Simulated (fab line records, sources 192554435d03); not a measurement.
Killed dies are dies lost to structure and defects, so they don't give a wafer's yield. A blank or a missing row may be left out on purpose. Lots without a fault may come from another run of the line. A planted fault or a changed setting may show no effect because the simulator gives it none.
Split-lot experiment | flow n5_finfet | 7 lots, 21 wafers read, on a route of 1938 steps

THE SPLIT
At N5_BEOL_M0_SAQP_EXPOSE_37 (exposes mask M0 CUT1, target cd 30 nm), the setting dose_mj was moved away from the recipe's 44.75 on 10 of the 21 wafers read, by -6.4% to +4.2%. The other wafers ran this setting at the recipe's value.

FROM THE SPLIT TO THE READING: what the file shows between them, 2 steps
- N5_BEOL_M0_SAQP_PEB_38: peb time 60 s
- N5_BEOL_M0_SAQP_DEVELOP_39: develop time 30 s

THE READING
cd_nm, in nm, at N5_BEOL_M0_SAQP_CD_MEAS_40 (target cd 30 nm). Fault-free wafers of this fab line usually give 30.12 nm, standard deviation 0.23 nm.

wafer  | tool, chamber at the split | dose_mj as run | against the recipe | cd_nm, nm | against lot-mates on the recipe
L075.1 | euv_scanner-01, 0          | 42.3           | -5.5%              | 29.23     | -0.71
L075.4 | euv_scanner-01, 0          | 42.3           | -5.5%              | 28.97     | -0.97
L075.5 | euv_scanner-01, 0          | 44.75          | recipe             | 29.94     | -
L080.1 | euv_scanner-02, 0          | 42.97          | -4.0%              | 29.36     | -0.53
L080.3 | euv_scanner-02, 0          | 42.97          | -4.0%              | 29.45     | -0.44
L080.5 | euv_scanner-02, 0          | 44.75          | recipe             | 29.89     | -
L083.3 | euv_scanner-01, 0          | 46.63          | +4.2%              | 31.14     | +1.10
L083.5 | euv_scanner-01, 0          | 44.75          | recipe             | 30.04     | -
L083.6 | euv_scanner-01, 0          | 46.63          | +4.2%              | 30.97     | +0.93
L084.1 | euv_scanner-02, 0          | 44.75          | recipe             | 29.78     | -
L084.2 | euv_scanner-02, 0          | 44.75          | recipe             | 30.05     | -
L084.3 | euv_scanner-02, 0          | 45.63          | +2.0%              | 30.20     | +0.29
L088.1 | euv_scanner-01, 0          | 42.29          | -5.5%              | 29.02     | -0.85
L088.3 | euv_scanner-01, 0          | 42.29          | -5.5%              | 29.33     | -0.54
L088.4 | euv_scanner-01, 0          | 44.75          | recipe             | 29.87     | -
L090.3 | euv_scanner-01, 0          | 44.75          | recipe             | 29.99     | -
L090.4 | euv_scanner-01, 0          | 41.87          | -6.4%              | 28.94     | -1.09
L090.6 | euv_scanner-01, 0          | 44.75          | recipe             | 30.08     | -
L093.1 | euv_scanner-01, 0          | 44.75          | recipe             | 30.00     | -
L093.3 | euv_scanner-01, 0          | 44.75          | recipe             | 30.14     | -
L093.6 | euv_scanner-01, 0          | 44.75          | recipe             | 30.33     | -

THE FIT
A straight line over all 21 wafers: cd_nm changes by +0.178 nm for each +1% of dose_mj; r = +0.96; the points scatter about the line by 0.17 nm.
The same after taking each lot's own level away (the mean of its wafers on the recipe; 21 wafers): +0.166 nm for each +1%; r = +0.96; scatter 0.16 nm.
On that fit, the largest move of dose_mj shifts the reading by 1.1 nm.
The lots' own levels span 29.870 to 30.157 nm, that is 1.2 times the standard deviation above.
So the lot-to-lot level changes the slope little: the two slopes agree.
Check: with one of the wafers moved furthest among these (-6.4%) left out of the fit, the line predicts -0.978 nm for it against its lot-mates. It came out at -1.09 nm against them.

THE WHOLE CHAIN: every reading that the file lists as answering this split, in the file's order
step                        | what it does                                                           | reading                                                             | change (the file's fit)               | r (the file's)
N5_BEOL_M0_SAQP_CD_MEAS_40  | target cd 30 nm                                                        | cd_nm                                                               | +0.16 nm for each +1% of the setting  | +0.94
N5_BEOL_M0_SAQP_DESCUM_45   | chemistry O2, time 7 s                                                 | BEOL_M0_SAQP.cd_nm (the simulator's own value, which no gauge read) | +0.196 nm for each +1% of the setting | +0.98
N5_BEOL_M0_SAQP_ETCH_73     | etches SiARC in CF4, target depth 19.5 nm, time 32.5 s                 | BEOL_M0_SAQP.cd_nm (the simulator's own value, which no gauge read) | +0.19 nm for each +1% of the setting  | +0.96
N5_BEOL_M0_SAQP_CUT_ETCH_46 | etches SOC in N2/H2, target depth 135 nm, overetch 27 nm, time 202.5 s | BEOL_M0_SAQP.cd_nm (the simulator's own value, which no gauge read) | +0.219 nm for each +1% of the setting | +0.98
N5_BEOL_M0_SAQP_ETCH_49     | etches SiO2 in CF4/O2, target depth 37 nm                              | BEOL_M0_SAQP.cd_nm (the simulator's own value, which no gauge read) | +0.228 nm for each +1% of the setting | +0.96

THE FILE'S OWN FIT
cd_nm changes by +0.16 nm for each +1% of dose_mj, r = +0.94.
